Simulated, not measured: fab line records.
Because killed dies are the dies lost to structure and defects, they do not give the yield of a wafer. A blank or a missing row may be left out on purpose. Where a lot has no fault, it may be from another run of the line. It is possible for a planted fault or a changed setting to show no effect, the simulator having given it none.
2 desks looking at one fault :: flow n5Finfet :: only its own numbers are on each desk; what lay behind them is given at the end

== DESK OF THE TOOL OWNER: rieDiel-03 ==
The tool's own readings at N5_BEOL_M3_ETCH_70 (etches SOC in N2/H2, target depth 80 nm, overetch 16 nm, time 120 s): means of the sampled wafers that have a number, for each lot that ran on this tool. The brackets show how far a lot's mean lies from the usual mean; more than 4 standard deviations puts the lot out of limits, marked OUT.
Columns: A = drypumpMotorCurrentA at N5_BEOL_M3_ETCH_70, usual 5.7 A; B = oesProductAu at N5_BEOL_M3_ETCH_70, usual 0.59 a.u.; C = rfFwdPowerW at N5_BEOL_M3_ETCH_70, usual 836 W; D = rfVppV at N5_BEOL_M3_ETCH_70, usual 524.3 V; E = showerheadPlenumPTorr at N5_BEOL_M3_ETCH_70, usual 2.56 Torr; F = throttleValvePct at N5_BEOL_M3_ETCH_70, usual 17.91 %
lot: L764
first seen here: day 8 10:35
A: 5.7
B: 0.59
C: 769 (-22) OUT
D: 540.5 (+6.5) OUT
E: 2.56
F: 17.92

lot: L775
first seen here: day 11 21:08
A: 5.3
B: 0.62
C: 838
D: 525.6
E: 2.62
F: 17.84

lot: L778
first seen here: day 12 03:53
A: 5.6
B: 0.54
C: 835
D: 521.9
E: 2.48
F: 18.10

lot: L779
first seen here: day 12 12:53
A: 6.0
B: 0.57
C: 836
D: 523.1
E: 2.51
F: 17.94

lot: L780
first seen here: day 12 17:59
A: 5.7
B: 0.58
C: 837
D: 524.3
E: 2.55
F: 17.94

lot: L781
first seen here: day 12 21:12
A: 5.4
B: 0.63
C: 835
D: 526.3
E: 2.65
F: 17.78
Finding of this desk: L764 out of limits; the first was L764 at day 8 10:35, on rfFwdPowerW at N5_BEOL_M3_ETCH_70. In limits: L775, L778, L779, L780, L781.

== AT THE METROLOGY DESK ==
Lot by lot, what the gauges showed, no matter which tool ran the lot: averages of those sampled wafers that carry a number. The brackets show how far a lot's mean lies from the usual mean; more than 4 standard deviations puts the lot out of limits, marked OUT. Only the readings that lie furthest out on some lot appear, 7 of the 13 it has.
Columns: A = cdNm at N5_BEOL_M3_CD_MEAS_28, usual 25.66 nm; B = V2_OVL at N5_BEOL_M3_OVL_MEAS_29, usual 0.3 nm; C = trenchDepthNm at N5_BEOL_M3_OCD_MEAS_38, usual 55.6 nm; D = DIBL_N at N5_BEOL_M4_RC_MEAS_101, usual 36.6 mV/V; E = ION_P at N5_BEOL_M4_RC_MEAS_101, usual 460 uA/um; F = SS_P at N5_BEOL_M4_RC_MEAS_101, usual 73.3 mV/dec; G = VT_P at N5_BEOL_M4_RC_MEAS_101, usual -250 mV
lot: L759
first seen here: day 7 08:50
A: 25.64
B: -1.0
C: 56.2
D: 39.0
E: 467
F: 73.7
G: -246

lot: L764
first seen here: day 8 08:55
A: 25.64
B: 0.5
C: 55.7
D: 38.8
E: 461
F: 74.0
G: -249

lot: L769
first seen here: day 10 03:13
A: 25.70
B: 0.4
C: 54.0
D: 36.1
E: 450
F: 72.5
G: -254

lot: L772
first seen here: day 10 09:21
A: 26.04
B: 0.2
C: 55.0
D: 35.5
E: 455
F: 73.3
G: -253

lot: L773
first seen here: day 10 12:23
A: 25.62
B: 0.1
C: 56.6
D: 37.0
E: 461
F: 73.4
G: -251

lot: L775
first seen here: day 11 12:29
A: 25.88
B: 0.1
C: 55.7
D: 33.3
E: 467
F: 73.3
G: -249

lot: L778
first seen here: day 12 02:49
A: 25.73
B: 0.5
C: 56.0
D: 36.6
E: 457
F: 73.2
G: -253

lot: L779
first seen here: day 12 12:14
A: 25.84
B: 0.2
C: 56.5
D: 35.2
E: 464
F: 72.8
G: -247

lot: L780
first seen here: day 12 13:59
A: 25.80
B: 0.3
C: 56.0
D: 35.6
E: 458
F: 72.3
G: -255

lot: L781
first seen here: day 12 19:35
A: 25.69
B: 0.6
C: 55.9
D: 36.2
E: 469
F: 73.6
G: -246
Finding of this desk: none of the 10 lots has anything out of limits.

== PUT TOGETHER ==
The tool owner's desk could have raised an alarm at day 8 10:35, on L764.
The metrology desk saw nothing out of limits.
The metrology desk holds a record of L764, inside its limits.
Of the lots named, all ran N5_BEOL_M3_ETCH_70 on rieDiel-03.

== WHAT HAD BEEN PUT IN BY THE SIMULATOR ==
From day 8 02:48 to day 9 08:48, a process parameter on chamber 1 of rieDiel-03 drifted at N5_BEOL_M3_ETCH_70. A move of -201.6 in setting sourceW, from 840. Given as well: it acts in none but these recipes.
Lots struck among those shown: L764.
Hours from the fault's start to each desk's first reading out of limits: the tool owner's desk, 8.
